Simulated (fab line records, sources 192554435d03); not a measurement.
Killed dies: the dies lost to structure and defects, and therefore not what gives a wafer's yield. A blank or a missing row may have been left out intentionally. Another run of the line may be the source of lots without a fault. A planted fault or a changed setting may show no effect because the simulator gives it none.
Lot-split experiment ; flow n5Finfet ; 7 lots, 39 wafers read, on a route of 1938 steps

ON THE SPLIT
At N5_BEOL_M8_TRENCH_ETCH_37 (etches SiCOH lowk in C4F6/O2, target depth 93.478 nm, time 31.2 s), the setting targetDepthA was moved away from the recipe's 934.78 angstrom on 15 of the 39 wafers read, by -45.5% to +17.2%. This setting was run at the recipe's value on the other wafers.

FROM THE SPLIT TO THE READING: what the file shows between them, 11 steps
- N5_BEOL_M8_ETCH_41: etches SiCN in CH3F/O2, target depth 31.9 nm, time 57.8 s
- N5_BEOL_M8_STRIP_80: strips in N2/H2, time 10 s
- N5_BEOL_M8_OCD_MEAS_38
- N5_BEOL_M8_HM_STRIP_39: strips TiN in peroxide tin strip, target depth 25 nm, time 158 s
- N5_BEOL_M8_SRD_40: time 30 s
- N5_BEOL_M8_ECD_50: material Cu, target thk 300 nm
- N5_BEOL_M8_ANNEAL_51: time 90 s
- N5_BEOL_M8_CMP_52: polishes, stops on SiCOH lowk, t overpolish 6.9 s, target thk 80 nm
- N5_BEOL_M8_THK_MEAS_53: measures by xrf
- N5_BEOL_M8_PRE_CLEAN_55: time 15 s
- N5_BEOL_M8_DEP_56: deposits SiCN from 3MS/NH3, target thk 10 nm, time 17.5 s

THE READING
M8_RS (ohm/sq), read at N5_BEOL_M8_RS_MEAS_57 with a four-point probe. Fault-free wafers of this fab line usually give 0.283 ohm/sq, standard deviation 0.012 ohm/sq.

wafer;tool, chamber at the split;targetDepthA as run, angstrom;against the recipe;M8_RS, ohm/sq;against lot-mates on the recipe
L077.1;rieDiel-03, 2;1096;+17.2%;0.244;-0.045
L077.2;rieDiel-03, 3;934.78;recipe;0.287;-
L077.3;rieDiel-03, 0;1096;+17.2%;0.227;-0.062
L077.4;rieDiel-03, 1;934.78;recipe;0.291;-
L077.5;rieDiel-03, 0;934.78;recipe;0.288;-
L077.6;rieDiel-03, 1;1096;+17.2%;0.231;-0.058
L078.1;rieDiel-03, 2;934.78;recipe;0.301;-
L078.2;rieDiel-03, 1;934.78;recipe;0.297;-
L078.3;rieDiel-03, 3;632.3;-32.4%;0.504;+0.209
L078.4;rieDiel-03, 0;632.3;-32.4%;0.525;+0.230
L078.5;rieDiel-03, 0;934.78;recipe;0.288;-
L078.6;rieDiel-03, 3;632.3;-32.4%;0.530;+0.235
L083.1;rieDiel-02, 0;509.2;-45.5%;0.696;+0.423
L083.2;rieDiel-02, 3;934.78;recipe;0.282;-
L083.3;rieDiel-02, 2;934.78;recipe;0.255;-
L083.4;rieDiel-02, 1;509.2;-45.5%;0.687;+0.414
L083.5;rieDiel-02, 3;934.78;recipe;0.282;-
L083.6;rieDiel-02, 2;509.2;-45.5%;0.639;+0.366
L084.1;rieDiel-04, 0;934.78;recipe;0.271;-
L084.2;rieDiel-04, 1;1092;+16.8%;0.219;-0.055
L084.3;rieDiel-04, 3;1092;+16.8%;0.221;-0.053
L084.4;rieDiel-04, 2;1092;+16.8%;0.226;-0.048
L084.5;rieDiel-04, 1;934.78;recipe;0.271;-
L084.6;rieDiel-04, 2;934.78;recipe;0.279;-
L090.1;rieDiel-04, 1;934.78;recipe;0.282;-
L090.2;rieDiel-04, 3;934.78;recipe;0.279;-
L090.3;rieDiel-04, 2;934.78;recipe;0.292;-
L090.4;rieDiel-04, 0;934.78;recipe;0.283;-
L090.5;rieDiel-04, 1;934.78;recipe;0.282;-
L090.6;rieDiel-04, 0;934.78;recipe;0.283;-
L085.1;rieDiel-02, 1;934.78;recipe;0.286;-
L085.2;rieDiel-02, 3;549.5;-41.2%;0.618;+0.338
L085.3;rieDiel-02, 2;549.5;-41.2%;0.596;+0.316
L085.4;rieDiel-02, 0;549.5;-41.2%;0.607;+0.327
L085.5;rieDiel-02, 2;934.78;recipe;0.267;-
L085.6;rieDiel-02, 1;934.78;recipe;0.286;-
L089.2;rieDiel-04, 3;934.78;recipe;0.270;-
L089.3;rieDiel-04, 0;934.78;recipe;0.278;-
L089.4;rieDiel-04, 0;934.78;recipe;0.275;-

THE FIT
A straight line over all 39 wafers: M8_RS changes by -0.00728 ohm/sq for each +1% of targetDepthA; r = -0.98; the points scatter about the line by 0.031 ohm/sq.
The same after taking each lot's own level away (the mean of its wafers on the recipe; 39 wafers): -0.00729 ohm/sq for each +1%; r = -0.98; scatter 0.032 ohm/sq.
On that fit, the largest move of targetDepthA shifts the reading by 0.33 ohm/sq.
Measured against the standard deviation above, the lots' own levels, which go from 0.2730 to 0.2953 ohm/sq, span 1.9 times it.
Hence the lot-to-lot level has little effect on the slope; both slopes agree.
Check: +0.338 ohm/sq against its lot-mates is what the line predicts for one of the wafers moved furthest among these (-45.5%) when that wafer is left out of the fit. It came out at +0.423 ohm/sq against them.

FURTHER SPLITS ON THESE WAFERS
Other splits were also applied to these wafers ahead of the reading. Each is held against what the fit with the lots' levels taken away leaves over:
other split on the same wafers;wafers away from the commonest value;r with M8_RS (lot level and that fit taken away)
N5_BEOL_M4_DESCUM_33 timeS;15;+0.00
N5_BEOL_M6_DESCUM_33 timeS;15;-0.01

THE WHOLE CHAIN: every reading that the file lists as answering this split, in the file's order
step;what it does;reading;change (the file's fit);r (the file's)
N5_BEOL_M8_TRENCH_ETCH_37;etches SiCOH lowk in C4F6/O2, target depth 93.478 nm, time 31.2 s;etch.depthNm (the simulator's own value, which no gauge read);+0.935 nm for each +1% of the setting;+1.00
N5_BEOL_M8_TRENCH_ETCH_37;etches SiCOH lowk in C4F6/O2, target depth 93.478 nm, time 31.2 s;BEOL_M8.featureDepthNm (the simulator's own value, which no gauge read);+0.935 nm for each +1% of the setting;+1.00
N5_BEOL_M8_TRENCH_ETCH_37;etches SiCOH lowk in C4F6/O2, target depth 93.478 nm, time 31.2 s;TiN_of_BEOL_M8_HM_DEP_02.thkNm (the simulator's own value, which no gauge read);-0.0283 nm for each +1% of the setting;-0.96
N5_BEOL_M8_OCD_MEAS_38;;trenchDepthNm;+0.936 nm for each +1% of the setting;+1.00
N5_BEOL_M8_CMP_52;polishes, stops on SiCOH lowk, t overpolish 6.9 s, target thk 80 nm;Cu_of_BEOL_M8_ECD_50.thkNm (the simulator's own value, which no gauge read);+0.931 nm for each +1% of the setting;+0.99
N5_BEOL_M8_THK_MEAS_53;measures by xrf;M8_THK;+0.931 for each +1% of the setting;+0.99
N5_BEOL_M8_RS_MEAS_57;measures by four-point-probe;M8_RS;-0.00756 for each +1% of the setting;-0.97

FILE'S OWN FIT
M8_RS changes by -0.00756 ohm/sq for each +1% of targetDepthA, r = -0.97.
